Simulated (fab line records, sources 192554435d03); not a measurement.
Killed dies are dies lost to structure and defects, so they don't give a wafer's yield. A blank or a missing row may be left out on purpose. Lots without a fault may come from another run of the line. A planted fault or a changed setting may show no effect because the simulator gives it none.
Chamber matching | flow n5_finfet | N5_SD_EPI_P_DESCUM_14 on rie_diel-01: 4 sister chambers
The step chemistry O2, time 7.9 s. 14 wafers are shown with their chamber, then 7 later ones without.

WAFERS WITH THEIR CHAMBER
wafer  | chamber | showerhead_plenum_p_Torr (Torr) | throttle_valve_pct (%) | oes_product_au (a.u.)
L077.2 | 2       | 2.06                            | 20.23                  | 0.97
L077.3 | 1       | 1.98                            | 20.42                  | 0.69
L077.6 | 2       | 2.06                            | 20.22                  | 0.97
L080.3 | 3       | 2.00                            | 20.10                  | 0.77
L080.4 | 2       | 2.05                            | 20.22                  | 0.94
L080.5 | 2       | 2.05                            | 20.23                  | 0.94
L082.3 | 0       | 2.12                            | 20.65                  | 0.76
L082.5 | 0       | 2.12                            | 20.66                  | 0.75
L082.6 | 1       | 1.98                            | 20.44                  | 0.68
L083.2 | 0       | 2.12                            | 20.64                  | 0.75
L083.3 | 2       | 2.05                            | 20.25                  | 0.92
L083.5 | 2       | 2.05                            | 20.25                  | 0.94
L085.1 | 2       | 2.05                            | 20.25                  | 0.93
L085.4 | 3       | 1.99                            | 20.09                  | 0.77

SIGNATURES (means of the wafers above)
reading                  | chamber 0 | chamber 1 | chamber 2 | chamber 3 | scatter within a chamber
showerhead_plenum_p_Torr | 2.1200    | 1.9800    | 2.0529    | 1.9950    | 0.00439
throttle_valve_pct       | 20.6500   | 20.4300   | 20.2357   | 20.0950   | 0.0127
oes_product_au           | 0.7533    | 0.6850    | 0.9443    | 0.7700    | 0.0151
Rule: a wafer's distance from a chamber is the root of the sum, over the readings, of the square of ((its reading less the chamber's mean) divided by the reading's scatter). The wafer belongs to the nearest chamber; if the next one is less than 2 further off, it can't be placed. The scatter: the root of (the sum of the squares of (reading less its chamber's mean) over the shown wafers, divided by (wafers less chambers)).

WAFERS WITHOUT THEIR CHAMBER
wafer  | showerhead_plenum_p_Torr (Torr) | throttle_valve_pct (%) | oes_product_au (a.u.)
L085.5 | 1.98                            | 20.46                  | 0.69
L090.4 | 2.11                            | 20.67                  | 0.75
L090.5 | 2.11                            | 20.66                  | 0.75
L090.6 | 1.97                            | 20.47                  | 0.67
L096.2 | 1.97                            | 20.48                  | 0.67
L096.4 | 1.99                            | 20.12                  | 0.75
L096.5 | 2.04                            | 20.30                  | 0.89

WHICH CHAMBER EACH WENT THROUGH
wafer  | from the rows above | in truth
L085.5 | 1                   | 1
L090.4 | 0                   | 0
L090.5 | 0                   | 0
L090.6 | 1                   | 1
L096.2 | 1                   | 1
L096.4 | 3                   | 3
L096.5 | 2                   | 2
Placed correctly: 7 of 7. Can't be placed from these rows: 0. Placed wrongly: 0.
